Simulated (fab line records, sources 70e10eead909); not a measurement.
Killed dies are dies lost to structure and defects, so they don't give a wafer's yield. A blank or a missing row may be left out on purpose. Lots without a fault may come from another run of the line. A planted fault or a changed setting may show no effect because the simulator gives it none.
Which tool did it? | flow nand_harc | 12 lots, 36 wafers sampled, at 2 steps of a route of 1302

WHAT THE GAUGES READ, wafer by wafer
NHARC_P_CONTACT_OVL_MEAS_13.
lot  | measured     | on         | overlay_x_nm (nm)
L076 | day 6 10:39  | overlay-02 | -0.9 -1.4 -0.3
L077 | day 6 23:40  | overlay-02 | 1.0 -0.3 0.7
L079 | day 7 17:25  | overlay-01 | -0.9 -0.7 -1.0
L081 | day 8 22:38  | overlay-02 | 0.3 0.6 0.6
L082 | day 9 15:20  | overlay-01 | -2.4 -1.4 -2.0
L085 | day 10 15:32 | overlay-02 | -1.0 -0.9 -1.2
L087 | day 11 03:19 | overlay-01 | -1.7 -1.6 -0.8
L088 | day 11 21:03 | overlay-02 | 0.3 0.1 0.8
L091 | day 13 04:50 | overlay-01 | 0.8 0.1 0.1
L093 | day 13 22:57 | overlay-01 | 0.6 0.5 0.7
L095 | day 14 15:55 | overlay-02 | 0.1 0.4 -0.4
L097 | day 15 16:41 | overlay-02 | 1.0 0.4 0.8

WHICH TOOL RAN EACH LOT (tool, then ch and the chambers of the sampled wafers, then the start)
lot  | NHARC_P_GATE_STRIP_112
L076 | plasma_asher-01 ch 0,1, day 6 04:41
L077 | plasma_asher-02 ch 0,1, day 6 17:31
L079 | plasma_asher-02 ch 0,1, day 7 11:22
L081 | plasma_asher-02 ch 0,1, day 8 16:47
L082 | plasma_asher-02 ch 0,1, day 9 09:29
L085 | plasma_asher-02 ch 0,1, day 10 09:36
L087 | plasma_asher-01 ch 0,1, day 10 21:29
L088 | plasma_asher-01 ch 0,1, day 11 14:34
L091 | plasma_asher-02 ch 0,1, day 12 22:52
L093 | plasma_asher-02 ch 0,1, day 13 16:44
L095 | plasma_asher-01 ch 0,1, day 14 10:04
L097 | plasma_asher-02 ch 0,1, day 15 10:46
- NHARC_P_GATE_STRIP_112: strips in N2/H2, time 200 s.

THE ANSWER, worked out from the rows above alone
Rule: what is usual is taken from the lots themselves. Put in order of their means at a reading, lots are off if they are a third of the lots or fewer, leave a main group of 4 or more, and stand apart from it by a gap of 3 or more times the standard deviation of the main group's means; of several such gaps the widest counts. A main group whose means are all the same, to the digits that the tables above print for the reading, isn't used. A lot without any number at a reading at which 4 lots or more have one is off too. The other lots that the step has rows for count as sound.
No lot is off at any reading shown: from this, nothing can be told.

WHAT THE SIMULATOR HAD PUT IN
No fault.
